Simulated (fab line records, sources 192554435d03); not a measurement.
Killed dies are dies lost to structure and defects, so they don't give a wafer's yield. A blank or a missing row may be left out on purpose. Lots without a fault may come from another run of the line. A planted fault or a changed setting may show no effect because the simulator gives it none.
Chamber matching | flow n5_finfet | N5_FIN_CUT_ETCH_30 on rie_diel-03: 4 sister chambers
The step etches underlayer in N2/H2, target depth 13 nm, time 10.4 s. 4 wafers are shown with their chamber, then 10 later ones without.

WAFERS WITH THEIR CHAMBER
wafer  | chamber | drypump_motor_current_A (A)
L081.4 | 0       | 5.6
L091.4 | 3       | 5.3
L092.2 | 1       | 6.1
L092.3 | 2       | 5.0

WAFERS WITHOUT THEIR CHAMBER
wafer  | drypump_motor_current_A (A)
L092.4 | 5.6
L093.3 | 5.0
L093.5 | 5.0
L093.6 | 5.3
L096.1 | 5.4
L096.3 | 5.5
L096.6 | 6.1
L097.1 | 5.0
L097.2 | 5.4
L097.6 | 5.6

WHICH CHAMBER EACH WENT THROUGH
wafer  | from the rows above     | in truth
L092.4 | 0                       | 0
L093.3 | 2                       | 2
L093.5 | 2                       | 2
L093.6 | 3                       | 3
L096.1 | can't be placed: 3 or 0 | 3
L096.3 | can't be placed: 0 or 3 | 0
L096.6 | 1                       | 1
L097.1 | 2                       | 2
L097.2 | can't be placed: 3 or 0 | 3
L097.6 | 0                       | 0
Placed correctly: 7 of 10. Can't be placed from these rows: 3 (the true chamber is among the candidates in 3). Placed wrongly: 0.
How it was worked out, from the rows above alone: a wafer's distance from a chamber is the root of the sum, over the readings, of the square of ((its reading less the chamber's mean) divided by the reading's scatter). The wafer belongs to the nearest chamber; if the next one is less than 2 further off, it can't be placed. A chamber's mean is the mean of its shown wafers. The scatter: with one shown wafer a chamber, the root of the mean of the squares of how far each hidden wafer lies from its nearest shown one.
